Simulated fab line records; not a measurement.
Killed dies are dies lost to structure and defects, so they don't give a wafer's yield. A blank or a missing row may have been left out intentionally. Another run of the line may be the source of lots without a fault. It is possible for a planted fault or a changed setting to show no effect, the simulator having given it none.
fab line records	flow n5-finfet
record lots=7	wafers=20	last-day=17
route steps=1938 shown MOL_CONTACT_COAG@622 BEOL_M0_SAQP@632 BEOL_M4@1111 PASSIVATION@1936
lots that met no fault: taken from a fault-free run of the same line
start-h: hours from the record's opening day to when the first of the lot's shown wafers began	wait-h: time in hours since the lot's previous step	" identical to the entry in the row above	L1.1+2: a row that stands for several wafers	- no value, or no start was given	* or withheld: withheld	< > ~ a bound
route shown NAME@n: names a module that has steps shown in the file, with the first one's number in the route	usual: the fault-free wafers' mean and standard deviation	same: alike in all rows	chamber/n: place in a boat	sites: the reading at each site	_std_site: their standard deviation	_edge_site: the outer-site mean with the inner-site mean subtracted	radius-mm: for every site, how far away it sits from the centre of the wafer	mask NAME#n: copy n	behind: the last tool/chamber to shape the wafer	hold: the reason the lot was held/the length of the hold in hours/how it ended	device: names the non-switching transistor (n, p or np)	end of line: the route-end tests of the same wafers	step lacking rows: just its recipe	killed: the dies lost at the first sort to structure and to defects; this is not the yield of the wafer	map: a wafer's dies, marking killed ones x, the rest . and places with no die _
set.NAME: the setting the step ran with; set.NAME@STEP: the setting that earlier step ran with	model.NAME: the simulator's own value behind a step, which no gauge read
lots at some steps of the route; a table a step, a row a wafer
services: a tool's chamber out of use, with start hour (start-h, from the record's first day; less than 0 if before it), hours out, and reason
## steps
# step N5_MOL_CONTACT_COAG_CD_MEAS_101
# recipe target-cd-nm=16
# usual cd-nm=15.9/0.34
lot.wafer	tool	chamber	start-h	wait-h	cd-nm
L910.1	cd-sem-03	-	142.81	0.0	15.6
L910.6	"	-	"	"	16.1
L915.1	cd-sem-02	-	173.05	0.0	16.0
L915.3	"	-	"	"	16.1
L915.5	"	-	"	"	15.4
L916.2	cd-sem-03	-	181.24	0.0	15.3
L916.4	"	-	"	"	16.0
L916.5	"	-	"	"	16.1
L917.2	cd-sem-01	-	191.00	0.0	15.5
L917.3	"	-	"	"	15.7
L917.4	"	-	"	"	15.7
L920.3	cd-sem-01	-	205.81	0.0	16.1
L920.5	"	-	"	"	15.8
L920.6	"	-	"	"	15.6
L924.1	cd-sem-03	-	228.45	0.0	15.5
L924.2	"	-	"	"	15.6
L924.5	"	-	"	"	15.6
L926.2	cd-sem-03	-	240.34	0.0	16.0
L926.5	"	-	"	"	15.2
L926.6	"	-	"	"	15.6
# step N5_MOL_CONTACT_COAG_PRE_CLEAN_121
# recipe gas=H2/He	time-s=*	temp-c=withheld
# step N5_MOL_CONTACT_COAG_CVD_140
# recipe material=W	target-thk-a=665	mode=selective-fill	temp-c=300	time-s=215
# usual heater-power-w=494/61
lot.wafer	tool	chamber	start-h	wait-h	heater-power-w
L910.1	cvd-w-02	1	142.94	0.1	474
L910.6	"	1	"	"	461
L915.1	cvd-w-01	0	173.19	0.1	570
L915.3	"	0	"	"	576
L915.5	"	0	"	"	567
L916.2	cvd-w-01	1	181.37	0.1	442
L916.4	"	1	"	"	441
L916.5	"	1	"	"	431
L917.2	cvd-w-02	1	191.30	0.2	474
L917.3	"	1	"	"	468
L917.4	"	1	"	"	473
L920.3	cvd-w-02	1	206.02	0.1	477
L920.5	"	1	"	"	471
L920.6	"	0	"	"	491
L924.1	cvd-w-02	1	228.58	0.1	467
L924.2	"	0	"	"	484
L924.5	"	0	"	"	477
L926.2	cvd-w-01	0	240.47	0.1	574
L926.5	"	0	"	"	573
L926.6	"	1	"	"	429
# step N5_MOL_CONTACT_COAG_PRECLEAN_127
# recipe chemistry=DIW	time-s=57.5	temp-c=23
# step N5_MOL_CONTACT_COAG_SRD_128
# recipe dry-time-s=32	dry=n2-spin	spin-rpm=1500
# step N5_MOL_CONTACT_COAG_CMP_52
# recipe stop-on=SiO2	t-overpolish-s=1.5	post-cmp-clean=w-dilute-nh4oh	down-force-psi=4	platen-rpm=50.289	pad-velocity-m-s=1.0006	target-thk-nm=66.5
# usual edge-zone-pressure-frac=1.000/0.0054	motor-current-A=13.3/1.6	overpolish-run-s=1.500/0.0096	retaining-ring-pressure-frac=0.999/0.0042	time-to-endpoint-s=13.7/2.3
lot.wafer	tool	chamber	start-h	wait-h	edge-zone-pressure-frac	motor-current-A	overpolish-run-s	retaining-ring-pressure-frac	time-to-endpoint-s
L910.1	cmp-03	1	143.38	0.1	1.007	15.6	1.493	1.000	12.1
L910.6	"	2	"	"	1.009	10.7	1.500	1.003	12.4
L915.3	cmp-03	0	173.51	0.0	1.006	11.7	1.511	0.997	12.0
L915.1	"	1	"	"	0.997	16.2	1.515	0.996	11.9
L915.5	"	1	"	"	0.999	16.3	1.506	1.002	11.0
L916.4	cmp-03	0	181.69	0.0	0.991	12.3	1.521	0.997	13.4
L916.2	"	2	"	"	0.992	10.6	1.478	0.998	9.3
L916.5	"	1	"	"	0.993	16.0	1.509	0.991	10.0
L917.3	cmp-01	2	191.79	0.0	1.010	12.3	1.504	0.993	14.2
L917.2	"	3	"	"	1.002	13.4	1.499	0.997	16.0
L917.4	"	1	"	"	0.996	15.3	1.492	1.000	16.3
L920.3	cmp-04	3	206.29	0.1	1.007	15.2	1.484	0.996	12.9
L920.6	"	2	"	"	1.002	12.6	1.483	1.003	17.3
L920.5	"	3	"	"	1.001	15.0	1.492	1.002	13.3
L924.2	cmp-01	0	228.91	0.0	1.006	14.6	1.490	1.001	16.7
L924.1	"	2	"	"	1.011	13.0	1.503	0.995	12.9
L924.5	"	1	"	"	1.006	14.4	1.504	0.996	13.6
L926.2	cmp-03	0	240.91	0.1	0.992	12.6	1.497	0.997	13.4
L926.6	"	1	"	"	1.002	16.2	1.510	0.993	9.9
L926.5	"	2	"	"	0.995	11.0	1.500	0.996	15.1
# step N5_MOL_CONTACT_COAG_THK_MEAS_53
# recipe reads=SiO2_of_MOL_CONTACT_COAG_PECVD_31
# usual VIA_MOL_THK=43.8/0.68
lot.wafer	tool	chamber	start-h	wait-h	VIA_MOL_THK[nm]
L910.1	film-metro-02	-	143.56	-	43.3
L910.6	"	-	"	"	43.7
L915.1	film-metro-02	-	173.81	-	43.3
L915.3	"	-	"	"	43.5
L915.5	"	-	"	"	44.6
L916.2	film-metro-02	-	181.98	-	43.3
L916.4	"	-	"	"	43.5
L916.5	"	-	"	"	44.5
L917.2	film-metro-02	-	192.08	-	44.3
L917.3	"	-	"	"	42.8
L917.4	"	-	"	"	44.4
L920.3	film-metro-02	-	206.55	-	44.3
L920.5	"	-	"	"	45.1
L920.6	"	-	"	"	45.0
L924.1	film-metro-01	-	229.20	-	44.2
L924.2	"	-	"	"	44.9
L924.5	"	-	"	"	44.8
L926.2	film-metro-02	-	241.09	-	42.2
L926.5	"	-	"	"	43.4
L926.6	"	-	"	"	43.3
# step N5_MOL_CONTACT_COAG_ANNEAL_112
# recipe temp-c=400	time-s=1800	ambient=HPD2	pressure-atm=10
# usual wafer_temp_C_max=401.8/0.37	zone-power-top-pct=19.52/0.19
lot.wafer	tool	chamber	start-h	wait-h	wafer_temp_C_max	zone-power-top-pct
L910.1	hp-anneal-01	0	143.59	0.0	401.9	19.50
L910.6	"	0	"	"	401.2	19.79
L915.1	hp-anneal-01	0	173.84	0.0	401.8	19.66
L915.3	"	0	"	"	402.7	19.52
L915.5	"	0	"	"	401.5	19.68
L916.2	hp-anneal-01	0	182.01	0.0	401.1	19.63
L916.4	"	0	"	"	401.5	19.38
L916.5	"	0	"	"	401.1	19.73
L917.2	hp-anneal-01	0	192.11	0.0	402.0	19.35
L917.3	"	0	"	"	402.1	19.43
L917.4	"	0	"	"	401.8	19.61
L920.3	hp-anneal-01	0	206.58	0.0	401.4	19.56
L920.5	"	0	"	"	402.6	19.68
L920.6	"	0	"	"	401.9	19.68
L924.1	hp-anneal-01	0	229.23	0.0	401.6	19.40
L924.2	"	0	"	"	401.7	19.39
L924.5	"	0	"	"	401.8	19.82
L926.2	hp-anneal-01	0	241.12	0.0	401.7	19.55
L926.5	"	0	"	"	401.4	19.60
L926.6	"	0	"	"	401.1	19.65
# step N5_MOL_CONTACT_COAG_INSPECT_97
# recipe inspect-instrument=darkfield	mode=post-anneal
# usual raw-defect-count=39/15
lot.wafer	tool	chamber	start-h	wait-h	raw-defect-count
L910.1	defect-inspect-01	-	146.61	0.0	42
L910.6	"	-	"	"	37
L915.1	defect-inspect-01	-	176.86	0.0	39
L915.3	"	-	"	"	64
L915.5	"	-	"	"	39
L916.2	defect-inspect-02	-	185.06	0.1	42
L916.4	"	-	"	"	29
L916.5	"	-	"	"	44
L917.2	defect-inspect-01	-	195.15	0.0	41
L917.3	"	-	"	"	34
L917.4	"	-	"	"	34
L920.3	defect-inspect-01	-	209.64	0.1	30
L920.5	"	-	"	"	21
L920.6	"	-	"	"	44
L924.1	defect-inspect-02	-	232.27	0.0	45
L924.2	"	-	"	"	41
L924.5	"	-	"	"	21
L926.2	defect-inspect-02	-	244.16	0.0	68
L926.5	"	-	"	"	73
L926.6	"	-	"	"	49
# step N5_BEOL_M0_SAQP_PECVD_00
# recipe material=SiCN	target-thk-a=80	temp-c=withheld	precursor=3MS/NH3	pressure-torr=3	rf-w=202	time-s=14
# usual showerhead-plenum-p-Torr=3.666/0.011	throttle-valve-pct=9.0/0.39
lot.wafer	tool	chamber	start-h	wait-h	showerhead-plenum-p-Torr	throttle-valve-pct
L910.1	pecvd-03	0	146.94	0.2	3.665	9.4
L910.6	"	0	"	"	3.660	9.4
L915.1	pecvd-03	1	177.19	0.2	3.663	8.9
L915.3	"	2	"	"	3.681	8.4
L915.5	"	1	"	"	3.665	9.2
L916.2	pecvd-03	0	185.38	0.2	3.668	9.3
L916.4	"	1	"	"	3.673	9.2
L916.5	"	0	"	"	3.662	9.7
L917.2	pecvd-01	2	195.46	0.2	3.671	8.2
L917.3	"	1	"	"	3.661	9.2
L917.4	"	2	"	"	3.664	8.4
L920.3	pecvd-04	2	209.95	0.1	3.668	9.3
L920.5	"	0	"	"	3.644	8.9
L920.6	"	2	"	"	3.668	9.2
L924.1	pecvd-03	1	232.60	0.2	3.665	9.4
L924.2	"	0	"	"	3.659	9.3
L924.5	"	2	"	"	3.688	8.7
L926.2	pecvd-01	1	244.47	0.2	3.667	9.5
L926.5	"	2	"	"	3.665	8.5
L926.6	"	0	"	"	3.662	8.1
# step N5_BEOL_M0_SAQP_ILD_DEP_01
# recipe material=SiOC	target-thk-a=454.19	temp-c=350	precursor=DEMS/O2	pressure-torr=5	rf-w=500	time-s=8.7
# usual chamber-pressure-Torr=5.002/0.012	heater-power-outer-w=252/42	heater-power-w=476/78	showerhead-plenum-p-Torr=5.696/0.013	throttle-valve-pct=11.9/0.5
lot.wafer	tool	chamber	start-h	wait-h	chamber-pressure-Torr	heater-power-outer-w	heater-power-w	showerhead-plenum-p-Torr	throttle-valve-pct
L910.1	pecvd-03	0	146.97	0.0	5.027	272	505	5.687	12.6
L910.6	"	0	"	"	5.010	268	507	5.685	12.4
L915.1	pecvd-03	1	177.23	0.0	5.006	306	598	5.705	12.4
L915.3	"	2	"	"	5.024	245	455	5.711	11.2
L915.5	"	1	"	"	4.999	304	591	5.686	12.1
L916.2	pecvd-03	0	185.40	0.0	5.001	250	475	5.702	12.3
L916.4	"	1	"	"	4.983	303	603	5.698	12.5
L916.5	"	0	"	"	4.992	257	472	5.701	12.1
L917.2	pecvd-01	2	195.49	0.0	4.994	319	572	5.704	10.9
L917.3	"	1	"	"	4.993	198	356	5.674	12.7
L917.4	"	2	"	"	5.000	313	573	5.690	10.9
L920.3	pecvd-04	2	209.99	0.0	4.997	204	402	5.716	11.9
L920.5	"	0	"	"	5.021	255	482	5.683	11.7
L920.6	"	2	"	"	5.007	205	393	5.707	12.3
L924.1	pecvd-03	1	232.62	0.0	5.004	238	495	5.701	12.4
L924.2	"	0	"	"	4.985	242	458	5.691	12.4
L924.5	"	2	"	"	5.011	202	404	5.705	11.3
L926.2	pecvd-01	1	244.50	0.0	5.027	200	369	5.692	12.3
L926.5	"	2	"	"	5.006	294	527	5.707	11.1
L926.6	"	0	"	"	5.008	340	666	5.704	10.9
# step N5_BEOL_M0_SAQP_HM_DEP_02
# recipe material=TiN	target-thk-a=120	temp-c=25	chamber-pressure-pa=0.49996
# usual chamber-pressure-pa=0.5001/0.00098	substrate-temp-c=24.99/0.11	throttle-valve-pct=30.2/0.95
lot.wafer	tool	chamber	start-h	wait-h	chamber-pressure-pa	substrate-temp-c	throttle-valve-pct
L910.1	pvd-sputter-01	-	149.16	2.2	0.4986	24.83	30.3
L910.6	"	-	"	"	0.5007	25.13	29.6
L915.1	pvd-sputter-02	-	181.18	3.9	-	-	-
L915.3	"	-	"	"	-	-	-
L915.5	"	-	"	"	-	-	-
L916.2	pvd-sputter-02	-	186.00	0.6	-	-	-
L916.4	"	-	"	"	-	-	-
L916.5	"	-	"	"	-	-	-
L917.2	pvd-sputter-02	-	195.83	0.3	-	-	-
L917.3	"	-	"	"	-	-	-
L917.4	"	-	"	"	-	-	-
L920.3	pvd-sputter-02	-	211.95	1.9	0.5003	25.04	29.0
L920.5	"	-	"	"	0.5001	24.92	30.6
L920.6	"	-	"	"	0.5011	25.00	29.0
L924.1	pvd-sputter-02	-	234.49	1.9	0.5001	25.02	30.5
L924.2	"	-	"	"	0.4999	24.95	29.1
L924.5	"	-	"	"	0.4994	24.90	28.9
L926.2	pvd-sputter-01	-	245.35	0.8	0.4989	24.97	32.2
L926.5	"	-	"	"	0.5004	24.85	29.3
L926.6	"	-	"	"	0.5001	24.76	30.4
# step N5_BEOL_M0_SAQP_PECVD_03
# recipe material=SiCN	target-thk-a=120	temp-c=withheld	precursor=3MS/NH3	pressure-torr=3	rf-w=202	time-s=21.1
# step N5_BEOL_M4_RC_MEAS_101
# usual DIBL_N=36.3/1.6	DIBL_P=36.2/2	IOFF_N=0.160/0.028	IOFF_P=0.21/0.036	ION_N=677/11	ION_P=465/6.9	SS_N=71.5/0.55	SS_P=73.3/0.64	VT_N=250/3	VT_P=-250/3.5
lot.wafer	tool	chamber	start-h	wait-h	DIBL_N[mV/V]	DIBL_P[mV/V]	IOFF_N[nA/um]	IOFF_P[nA/um]	ION_N[uA/um]	ION_P[uA/um]	SS_N[mV/dec]	SS_P[mV/dec]	VT_N[mV]	VT_P[mV]
L910.1	prober-01	0	209.38	0.0	34.4	35.6	0.137	0.18	665	458	71.1	73.2	252	-253
L910.6	"	0	"	"	34.7	35.1	0.145	0.18	668	458	71.2	72.6	249	-251
L920.3	prober-02	0	277.06	0.3	36.4	37.5	0.163	0.22	686	468	71.4	73.2	249	-251
L920.5	"	0	"	"	33.8	33.3	0.114	0.17	658	459	70.8	72.3	256	-254
L920.6	"	0	"	"	34.0	35.1	0.117	0.18	658	459	71.4	73.5	253	-255
L924.1	prober-02	0	300.11	0.0	33.7	34.0	0.133	0.18	688	476	71.1	72.9	251	-252
L924.2	"	0	"	"	36.8	37.3	0.173	0.23	677	471	71.3	73.4	249	-247
L924.5	"	0	"	"	34.8	35.1	0.150	0.20	670	464	71.4	73.5	250	-247
L926.2	prober-02	0	309.64	0.2	35.1	34.3	0.134	0.17	679	462	70.7	73.3	251	-255
L926.5	"	0	"	"	35.7	35.7	0.144	0.18	665	452	71.8	73.6	251	-252
L926.6	"	0	"	"	35.9	36.2	0.152	0.18	683	460	71.4	73.5	249	-254
# step N5_PASSIVATION_PROBE_49
# usual defect-limited-yield=91.2/1.5	killed_at_M0_to_M3=36/10	killed_at_M4_up=13/6	killed-at-contacts=11/5.2	killed-at-front-end=40/11	killed-at-other=3.1/2.9	killed-dies=104/17	killed-on-rim=14/3.6	killed-open=66/12	killed-short=34/7.7	sort_bin_5_function=5.1/0.91	sort_bin_6_memory=3.2/0.67	sort-n-pass=1076/17	sort-yield-pct=91.2/1.5
# same gross-dies=1180	killed-at-back-side=0	sort_bin_4_leakage[%]=0	sort_bin_8_speed[%]=0
lot.wafer	tool	chamber	start-h	wait-h	defect-limited-yield[%]	killed_at_M0_to_M3	killed_at_M4_up	killed-at-contacts	killed-at-front-end	killed-at-other	killed-dies	killed-on-rim	killed-open	killed-short	sort_bin_5_function[%]	sort_bin_6_memory[%]	sort-n-pass	sort-yield-pct[%]
L910.1	prober-01	-	310.65	0.0	93.1	31	7	15	26	2	81	16	60	19	3.9	2.7	1099	93.1
L910.6	prober-01	-	310.90	0.3	94.5	18	5	8	32	2	65	5	41	21	3.1	2.3	1115	94.5
L915.1	prober-02	-	349.31	0.0	0	1125	10	8	36	1	1180	152	57	37	96.6	3.2	0	0
L915.3	prober-02	-	349.41	0.1	0	1123	8	2	47	0	1180	152	71	30	97.1	2.7	0	0
L915.5	prober-02	-	349.51	0.2	0	1120	9	12	36	3	1180	152	62	44	96.3	3.5	0	0
L916.2	prober-02	-	352.96	0.7	0	1138	6	6	28	2	1180	152	44	34	96.7	3.2	0	0
L916.4	prober-02	-	353.06	0.8	0	1117	6	9	41	7	1180	152	61	35	95.9	3.2	0	0
L916.5	prober-02	-	353.11	0.9	0	1120	9	17	32	2	1180	152	67	25	96.9	2.6	0	0
L917.2	prober-02	-	355.53	0.1	0	1132	6	7	35	0	1180	152	60	26	97.1	2.5	0	0
L917.3	prober-02	-	355.58	0.1	0	1110	13	12	45	0	1180	152	70	29	96.4	3.4	0	0
L917.4	prober-02	-	355.63	0.2	0	1109	12	7	52	0	1180	152	64	36	97.1	2.3	0	0
L920.3	prober-01	-	374.79	0.1	91.2	44	22	4	34	0	104	11	65	38	4.8	3.5	1076	91.2
L920.5	prober-01	-	374.89	0.2	87.8	43	12	25	64	0	144	15	90	43	6.5	4.5	1036	87.8
L920.6	prober-01	-	374.94	0.3	92.0	24	6	4	60	0	94	16	58	34	4.5	3.1	1086	92.0
# killed by level:class
L910.1 MOL_CONTACT_COAG:geometric-particle:open=14 BEOL_M2:geometric-particle:open=9 BEOL_M3:geometric-particle:open=9 BEOL_M1:geometric-particle:open=6 DUMMY_GATE:geometric-particle:open=4 GATE_CUT:geometric-particle:short=4 BEOL_M0_SAQP:geometric-particle:open=4 FIN_SAQP:geometric-particle:short=3
L910.6 FIN_SAQP:geometric-particle:open=7 STI_FIN_REVEAL:geometric-particle:open=7 MOL_CONTACT_COAG:geometric-particle:open=7 FIN_SAQP:geometric-particle:short=6 BEOL_M1:geometric-particle:open=4 STARTING-WAFER:geometric-particle:short=3 STARTING-WAFER:geometric-particle:open=3 STI_FIN_REVEAL:geometric-particle:short=2
L915.1 BEOL_M0_SAQP:area-dep=1086 FIN_SAQP:geometric-particle:open=13 BEOL_M0_SAQP:geometric-particle:short=11 FIN_SAQP:geometric-particle:short=10 BEOL_M3:geometric-particle:open=10 STI_FIN_REVEAL:geometric-particle:open=6 BEOL_M0_SAQP:geometric-particle:open=5 MOL_CONTACT_COAG:geometric-particle:open=5
L915.3 BEOL_M0_SAQP:area-dep=1079 FIN_SAQP:geometric-particle:open=11 BEOL_M3:geometric-particle:open=10 BEOL_M2:geometric-particle:open=10 FIN_SAQP:geometric-particle:short=9 STI_FIN_REVEAL:geometric-particle:open=7 BEOL_M0_SAQP:geometric-particle:short=6 BEOL_M0_SAQP:geometric-particle:open=6
L915.5 BEOL_M0_SAQP:area-dep=1074 BEOL_M0_SAQP:geometric-particle:short=20 BEOL_M0_SAQP:geometric-particle:open=10 MOL_CONTACT_COAG:geometric-particle:open=9 FIN_SAQP:geometric-particle:short=8 FIN_SAQP:geometric-particle:open=6 STI_FIN_REVEAL:geometric-particle:open=6 BEOL_M1:geometric-particle:open=6
L916.2 BEOL_M0_SAQP:area-dep=1102 BEOL_M3:geometric-particle:open=9 FIN_SAQP:geometric-particle:short=7 BEOL_M0_SAQP:geometric-particle:open=7 BEOL_M0_SAQP:geometric-particle:short=7 MOL_CONTACT_COAG:geometric-particle:open=6 DUMMY_GATE:geometric-particle:open=4 GATE_CUT:geometric-particle:open=4
L916.4 BEOL_M0_SAQP:area-dep=1083 FIN_SAQP:geometric-particle:short=9 FIN_SAQP:geometric-particle:open=9 MOL_CONTACT_COAG:geometric-particle:open=9 BEOL_M0_SAQP:geometric-particle:short=8 GATE_CUT:geometric-particle:short=7 BEOL_M3:geometric-particle:open=7 BEOL_M2:geometric-particle:open=7
L916.5 BEOL_M0_SAQP:area-dep=1088 MOL_CONTACT_COAG:geometric-particle:open=16 BEOL_M3:geometric-particle:open=8 BEOL_M0_SAQP:geometric-particle:short=7 FIN_SAQP:geometric-particle:open=6 BEOL_M0_SAQP:geometric-particle:open=6 BEOL_M4:geometric-particle:open=6 FIN_SAQP:geometric-particle:short=5
L917.2 BEOL_M0_SAQP:area-dep=1092 BEOL_M0_SAQP:geometric-particle:open=12 BEOL_M2:geometric-particle:open=10 FIN_SAQP:geometric-particle:open=9 STARTING-WAFER:geometric-particle:open=7 STI_FIN_REVEAL:geometric-particle:open=5 MOL_CONTACT_COAG:geometric-particle:open=5 BEOL_M2:geometric-particle:short=5
L917.3 BEOL_M0_SAQP:area-dep=1075 STI_FIN_REVEAL:geometric-particle:open=11 BEOL_M3:geometric-particle:open=10 FIN_SAQP:geometric-particle:open=9 MOL_CONTACT_COAG:geometric-particle:open=8 BEOL_M0_SAQP:geometric-particle:open=6 DUMMY_GATE:geometric-particle:open=5 BEOL_M0_SAQP:geometric-particle:short=5
L917.4 BEOL_M0_SAQP:area-dep=1079 DUMMY_GATE:geometric-particle:open=12 FIN_SAQP:geometric-particle:open=10 STI_FIN_REVEAL:geometric-particle:open=9 BEOL_M0_SAQP:geometric-particle:short=8 FIN_SAQP:geometric-particle:short=7 BEOL_M0_SAQP:geometric-particle:open=5 MOL_CONTACT_COAG:geometric-particle:open=4
L920.3 STI_FIN_REVEAL:geometric-particle:open=12 BEOL_M0_SAQP:geometric-particle:short=10 BEOL_M0_SAQP:geometric-particle:open=9 FIN_SAQP:geometric-particle:short=7 BEOL_M1:geometric-particle:open=7 BEOL_M3:geometric-particle:open=6 BEOL_M6:geometric-particle:open=6 BEOL_M1:geometric-particle:short=5
L920.5 MOL_CONTACT_COAG:geometric-particle:open=23 STI_FIN_REVEAL:geometric-particle:open=14 FIN_SAQP:geometric-particle:open=10 FIN_SAQP:geometric-particle:short=10 BEOL_M3:geometric-particle:open=10 HKMG_FIN:area-etch=9 BEOL_M0_SAQP:geometric-particle:short=8 GATE_CUT:geometric-particle:short=7
L920.6 STI_FIN_REVEAL:geometric-particle:open=15 FIN_SAQP:geometric-particle:short=12 FIN_SAQP:geometric-particle:open=11 BEOL_M0_SAQP:geometric-particle:open=6 BEOL_M0_SAQP:geometric-particle:short=6 DUMMY_GATE:geometric-particle:open=4 BEOL_M3:geometric-particle:open=4 FIN_CUT:geometric-particle:short=3
# map L915.1 (x killed, . not)
_________________xxxxxxxxxxxx________________
______________xxxxxxxxxxxxxxxxxx_____________
___________xxxxxxxxxxxxxxxxxxxxxxxx__________
__________xxxxxxxxxxxxxxxxxxxxxxxxxx_________
________xxxxxxxxxxxxxxxxxxxxxxxxxxxxxx_______
_______xxxxxxxxxxxxxxxxxxxxxxxxxxxxxxxx______
______xxxxxxxxxxxxxxxxxxxxxxxxxxxxxxxxxx_____
_____xxxxxxxxxxxxxxxxxxxxxxxxxxxxxxxxxxxx____
____xxxxxxxxxxxxxxxxxxxxxxxxxxxxxxxxxxxxxx___
___xxxxxxxxxxxxxxxxxxxxxxxxxxxxxxxxxxxxxxxx__
___xxxxxxxxxxxxxxxxxxxxxxxxxxxxxxxxxxxxxxxx__
__xxxxxxxxxxxxxxxxxxxxxxxxxxxxxxxxxxxxxxxxxx_
__xxxxxxxxxxxxxxxxxxxxxxxxxxxxxxxxxxxxxxxxxx_
_xxxxxxxxxxxxxxxxxxxxxxxxxxxxxxxxxxxxxxxxxxxx
_xxxxxxxxxxxxxxxxxxxxxxxxxxxxxxxxxxxxxxxxxxxx
_xxxxxxxxxxxxxxxxxxxxxxxxxxxxxxxxxxxxxxxxxxxx
_xxxxxxxxxxxxxxxxxxxxxxxxxxxxxxxxxxxxxxxxxxxx
_xxxxxxxxxxxxxxxxxxxxxxxxxxxxxxxxxxxxxxxxxxxx
_xxxxxxxxxxxxxxxxxxxxxxxxxxxxxxxxxxxxxxxxxxxx
_xxxxxxxxxxxxxxxxxxxxxxxxxxxxxxxxxxxxxxxxxxxx
_xxxxxxxxxxxxxxxxxxxxxxxxxxxxxxxxxxxxxxxxxxxx
__xxxxxxxxxxxxxxxxxxxxxxxxxxxxxxxxxxxxxxxxxx_
__xxxxxxxxxxxxxxxxxxxxxxxxxxxxxxxxxxxxxxxxxx_
___xxxxxxxxxxxxxxxxxxxxxxxxxxxxxxxxxxxxxxxx__
___xxxxxxxxxxxxxxxxxxxxxxxxxxxxxxxxxxxxxxxx__
____xxxxxxxxxxxxxxxxxxxxxxxxxxxxxxxxxxxxxx___
_____xxxxxxxxxxxxxxxxxxxxxxxxxxxxxxxxxxxx____
______xxxxxxxxxxxxxxxxxxxxxxxxxxxxxxxxxx_____
_______xxxxxxxxxxxxxxxxxxxxxxxxxxxxxxxx______
________xxxxxxxxxxxxxxxxxxxxxxxxxxxxxx_______
__________xxxxxxxxxxxxxxxxxxxxxxxxxx_________
___________xxxxxxxxxxxxxxxxxxxxxxxx__________
______________xxxxxxxxxxxxxxxxxx_____________
_________________xxxxxxxxxxxx________________
# map L916.2 (x killed, . not)
_________________xxxxxxxxxxxx________________
______________xxxxxxxxxxxxxxxxxx_____________
___________xxxxxxxxxxxxxxxxxxxxxxxx__________
__________xxxxxxxxxxxxxxxxxxxxxxxxxx_________
________xxxxxxxxxxxxxxxxxxxxxxxxxxxxxx_______
_______xxxxxxxxxxxxxxxxxxxxxxxxxxxxxxxx______
______xxxxxxxxxxxxxxxxxxxxxxxxxxxxxxxxxx_____
_____xxxxxxxxxxxxxxxxxxxxxxxxxxxxxxxxxxxx____
____xxxxxxxxxxxxxxxxxxxxxxxxxxxxxxxxxxxxxx___
___xxxxxxxxxxxxxxxxxxxxxxxxxxxxxxxxxxxxxxxx__
___xxxxxxxxxxxxxxxxxxxxxxxxxxxxxxxxxxxxxxxx__
__xxxxxxxxxxxxxxxxxxxxxxxxxxxxxxxxxxxxxxxxxx_
__xxxxxxxxxxxxxxxxxxxxxxxxxxxxxxxxxxxxxxxxxx_
_xxxxxxxxxxxxxxxxxxxxxxxxxxxxxxxxxxxxxxxxxxxx
_xxxxxxxxxxxxxxxxxxxxxxxxxxxxxxxxxxxxxxxxxxxx
_xxxxxxxxxxxxxxxxxxxxxxxxxxxxxxxxxxxxxxxxxxxx
_xxxxxxxxxxxxxxxxxxxxxxxxxxxxxxxxxxxxxxxxxxxx
_xxxxxxxxxxxxxxxxxxxxxxxxxxxxxxxxxxxxxxxxxxxx
_xxxxxxxxxxxxxxxxxxxxxxxxxxxxxxxxxxxxxxxxxxxx
_xxxxxxxxxxxxxxxxxxxxxxxxxxxxxxxxxxxxxxxxxxxx
_xxxxxxxxxxxxxxxxxxxxxxxxxxxxxxxxxxxxxxxxxxxx
__xxxxxxxxxxxxxxxxxxxxxxxxxxxxxxxxxxxxxxxxxx_
__xxxxxxxxxxxxxxxxxxxxxxxxxxxxxxxxxxxxxxxxxx_
___xxxxxxxxxxxxxxxxxxxxxxxxxxxxxxxxxxxxxxxx__
___xxxxxxxxxxxxxxxxxxxxxxxxxxxxxxxxxxxxxxxx__
____xxxxxxxxxxxxxxxxxxxxxxxxxxxxxxxxxxxxxx___
_____xxxxxxxxxxxxxxxxxxxxxxxxxxxxxxxxxxxx____
______xxxxxxxxxxxxxxxxxxxxxxxxxxxxxxxxxx_____
_______xxxxxxxxxxxxxxxxxxxxxxxxxxxxxxxx______
________xxxxxxxxxxxxxxxxxxxxxxxxxxxxxx_______
__________xxxxxxxxxxxxxxxxxxxxxxxxxx_________
___________xxxxxxxxxxxxxxxxxxxxxxxx__________
______________xxxxxxxxxxxxxxxxxx_____________
_________________xxxxxxxxxxxx________________
## services
tool	chamber	start-h	hours	kind
cmp-03	-	121.05	4.0	pm
cmp-03	-	125.05	-	consumable-replace:conditioner
cmp-03	-	125.05	-	consumable-replace:pad
cmp-03	-	158.33	3.9	pm
pecvd-01	-	158.67	0.7	repair
cvd-w-02	-	166.20	0.3	repair
pecvd-03	0	176.17	2.1	scheduled-down
cvd-w-02	0	181.52	14.9	repair
pecvd-04	2	181.58	5.5	scheduled-down
pecvd-04	-	186.89	6.0	pm
cmp-03	-	189.04	0.4	repair
pecvd-03	-	194.16	6.6	repair
cmp-03	-	195.48	1.7	repair
pecvd-04	1	198.86	14.1	repair
cmp-01	-	204.15	0.5	repair
cvd-w-01	-	205.02	3.0	repair
pecvd-04	2	217.99	6.7	repair
pecvd-01	1	218.87	5.0	scheduled-down
cmp-03	-	235.56	1.1	repair
cmp-03	-	243.89	5.3	pm
## key
first-sign step=N5_BEOL_M0_SAQP_HM_DEP_02	reading=tool-record	direction=missing
effect step=N5_PASSIVATION_PROBE_49	reading=killed_at_M0_to_M3	direction=up	sigmas=99+	usual=36	struck=1122
more-kills-born-at N5_BEOL_M0_SAQP_HM_DEP_02@pvd-sputter-02=9756
met-at N5_BEOL_M0_SAQP_HM_DEP_02
struck-wafers L915.1,L915.3,L915.5,L916.2,L916.4,L916.5,L917.2,L917.3,L917.4
later-rows-left-out L915.1,L915.3,L915.5,L916.2,L916.4,L916.5,L917.2,L917.3,L917.4
fault kind=skipped-step-whole	tool=pvd-sputter-02	chamber=-	onset-h=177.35	steps=N5_BEOL_M0_SAQP_HM_DEP_02	scope=struck-lots-only
# later-rows-left-out: the simulator's readings of these wafers behind a module that went badly wrong aren't trusted and aren't shown, but for the sort
